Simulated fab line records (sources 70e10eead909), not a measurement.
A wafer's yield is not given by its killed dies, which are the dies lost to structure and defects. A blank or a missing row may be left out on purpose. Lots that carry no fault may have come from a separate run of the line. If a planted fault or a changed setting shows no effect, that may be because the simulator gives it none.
The same fault as seen by 2 desks | flow nand-harc | numbers are kept per desk, each desk with only its own; the story behind them comes last

== THE TOOL OWNER'S DESK: rie-diel-09 ==
The tool's own readings at NHARC_P_M0_ETCH_15 (etches the open film in C4F8/Ar, target depth 150 nm, overetch 15 nm, time 82.5 s): means of the sampled wafers that have a number, for each lot that ran on this tool. Any lot whose mean is over 4 standard deviations away from the usual mean is out of limits and marked OUT; that distance is given in the brackets.
Columns: A = oes-product-au at NHARC_P_M0_ETCH_15, usual 0.965 a.u.; B = rf-vpp-V at NHARC_P_M0_ETCH_15, usual 440 V; C = run-length-s at NHARC_P_M0_ETCH_15, usual 103.6 s
lot  | first seen here | A     | B   | C
L934 | day 6 03:12     | 0.951 | 441 | 103.4
L936 | day 6 22:09     | 0.963 | 439 | 103.4
L935 | day 6 22:40     | 0.972 | 441 | 103.3
L937 | day 7 10:49     | 0.963 | 442 | 103.7
L938 | day 7 16:07     | 0.966 | 440 | 103.6
L939 | day 8 08:13     | 0.968 | 440 | 103.6
L947 | day 11 12:29    | 0.929 | 441 | 99.5 (-13) OUT
L955 | day 15 05:04    | 0.973 | 439 | 103.5
L957 | day 15 16:32    | 0.972 | 443 | 103.4
This desk finds L947 out of limits, L947 being first, at day 11 12:29 (run-length-s at NHARC_P_M0_ETCH_15). In limits: L934, L936, L935, L937, L938, L939, L955, L957.

== THE DEFECT DESK ==
Lot by lot, what the route's inspections counted, given as the mean of those sampled wafers with a number. Any lot whose mean is over 4 standard deviations away from the usual mean is out of limits and marked OUT; that distance is given in the brackets.
Columns: A = raw-defect-count at NHARC_P_M0_INSPECT_11, usual 4.8
lot  | first seen here | A
L934 | day 6 02:52     | 2.0
L936 | day 6 21:55     | 2.3
L935 | day 6 22:25     | 2.7
L937 | day 7 10:34     | 7.3
L938 | day 7 15:50     | 2.7
L939 | day 8 07:58     | 6.7
L940 | day 8 18:13     | 6.0
L947 | day 11 12:04    | 4.0
L954 | day 14 20:02    | 3.3
L955 | day 15 04:41    | 4.3
L956 | day 15 09:33    | 6.7
L957 | day 15 16:18    | 3.7
This desk's finding: nothing out of limits on any of the 12 lots.

== PUT TOGETHER ==
An alarm could have come from the tool owner's desk at day 11 12:29, on L947.
No out-of-limits result turned up at the defect desk.
The defect desk has L947 on record, within its limits.
Of the lots named, all ran NHARC_P_M0_ETCH_15 on rie-diel-09.

== WHAT HAD BEEN PUT IN BY THE SIMULATOR ==
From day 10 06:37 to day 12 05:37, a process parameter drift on rie-diel-09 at NHARC_P_M0_ETCH_15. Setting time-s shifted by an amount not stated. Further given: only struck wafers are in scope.
Struck lots among those shown: L947.
Time in hours from fault onset to the first out-of-limits reading at each desk: the tool owner's desk, 30.
